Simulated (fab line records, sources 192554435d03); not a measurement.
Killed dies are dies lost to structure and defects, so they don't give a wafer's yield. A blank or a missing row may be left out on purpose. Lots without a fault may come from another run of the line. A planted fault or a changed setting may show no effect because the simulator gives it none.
Chamber matching | flow n5_finfet | N5_BEOL_M8_ALD_77 on ald_metal-02: 4 sister chambers
The step deposits TaN, target thk 2 nm, pulse time 2 s, purge time 3 s. 8 wafers are shown with their chamber, then 8 later ones without.

WAFERS WITH THEIR CHAMBER
wafer  | chamber | heater_power_w (W) | precursor_vessel_temp_c (C)
L075.4 | 1       | 425                | 75.12
L077.1 | 2       | 458                | 75.10
L083.4 | 3       | 460                | 75.19
L083.6 | 0       | 487                | 75.01
L086.1 | 0       | 501                | 74.97
L086.4 | 3       | 460                | 74.89
L086.5 | 2       | 463                | 74.94
L090.1 | 1       | 422                | 74.88

WAFERS WITHOUT THEIR CHAMBER
wafer  | heater_power_w (W) | precursor_vessel_temp_c (C)
L090.5 | 458                | 74.98
L090.6 | 451                | 74.82
L093.2 | 464                | 74.98
L093.3 | 450                | 75.07
L093.4 | 498                | 74.82
L096.2 | 477                | 74.94
L096.4 | 472                | 74.87
L096.6 | 468                | 75.04

WHICH CHAMBER EACH WENT THROUGH
wafer  | from the rows above          | in truth
L090.5 | can't be placed: 2 or 3      | 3
L090.6 | can't be placed: 2 or 3      | 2
L093.2 | can't be placed: 2 or 3      | 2
L093.3 | can't be placed: 3 or 2      | 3
L093.4 | 0                            | 0
L096.2 | can't be placed: 2 or 0 or 3 | 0
L096.4 | can't be placed: 2 or 3 or 0 | 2
L096.6 | can't be placed: 2 or 3      | 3
Placed correctly: 1 of 8. Can't be placed from these rows: 7 (the true chamber is among the candidates in 7). Placed wrongly: 0.
How it was worked out, from the rows above alone: a wafer's distance from a chamber is the root of the sum, over the readings, of the square of ((its reading less the chamber's mean) divided by the reading's scatter). The wafer belongs to the nearest chamber; if the next one is less than 2 further off, it can't be placed. A chamber's mean is the mean of its shown wafers. The scatter: the root of (the sum of the squares of (reading less its chamber's mean) over the shown wafers, divided by (wafers less chambers)).
